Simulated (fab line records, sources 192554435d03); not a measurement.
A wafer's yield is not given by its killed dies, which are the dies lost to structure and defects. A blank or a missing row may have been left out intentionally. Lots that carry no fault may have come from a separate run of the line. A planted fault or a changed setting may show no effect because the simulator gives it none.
Matching of chambers	flow n5Finfet	N5_BEOL_M5_DESCUM_33 on rieDiel-02 has 4 sister chambers
The step chemistry O2, time 7 s. 14 wafers are shown with their chamber, then 7 later ones without.

## EACH WAFER AND ITS CHAMBER
wafer	chamber	drypumpMotorCurrentA (A)	throttleValvePct (%)	oesProductAu (a.u.)
L078.1	2	6.7	20.66	0.83
L078.3	0	5.1	20.48	0.68
L078.5	2	6.7	20.67	0.83
L079.1	1	6.2	20.25	0.96
L079.2	2	6.7	20.66	0.84
L079.4	3	6.4	20.45	0.77
L084.3	2	6.7	20.68	0.82
L084.4	0	5.0	20.06	1.00
L084.5	1	6.2	20.25	0.90
L087.3	2	6.8	20.69	0.80
L087.4	1	6.2	20.27	0.89
L087.6	1	6.2	20.26	0.90
L088.2	3	6.5	20.50	0.76
L088.3	1	6.2	20.26	0.91

SIGNATURES (averages over the wafers above)
reading	chamber 0	chamber 1	chamber 2	chamber 3	scatter within a chamber
drypumpMotorCurrentA	5.050	6.200	6.720	6.450	0.0424
throttleValvePct	20.2700	20.2580	20.6720	20.4750	0.0951
oesProductAu	0.8400	0.9120	0.8240	0.7650	0.0743
Rule: for each reading, subtract the chamber's mean from the wafer's reading, divide by that reading's scatter and square the result; add these up over the readings and take the root, which gives the wafer's distance from the chamber. The wafer belongs to the nearest chamber; if the next one is less than 2 further off, it can't be placed. The scatter: the root of (the sum of the squares of (reading less its chamber's mean) over the shown wafers, divided by (wafers less chambers)).

## WAFERS WITH NO CHAMBER GIVEN
wafer	drypumpMotorCurrentA (A)	throttleValvePct (%)	oesProductAu (a.u.)
L088.5	6.5	20.48	0.76
L089.1	6.2	20.27	0.91
L089.2	6.5	20.49	0.77
L089.4	6.7	20.69	0.82
L095.1	6.2	20.27	0.86
L095.3	5.0	20.10	0.93
L095.4	6.5	20.52	0.74

## THE CHAMBER EACH PASSED THROUGH
wafer	from the rows above	in truth
L088.5	3	3
L089.1	1	1
L089.2	3	3
L089.4	2	2
L095.1	1	1
L095.3	0	0
L095.4	3	3
7 of 7 placed correctly. Can't be placed from these rows: 0. 0 placed wrongly.
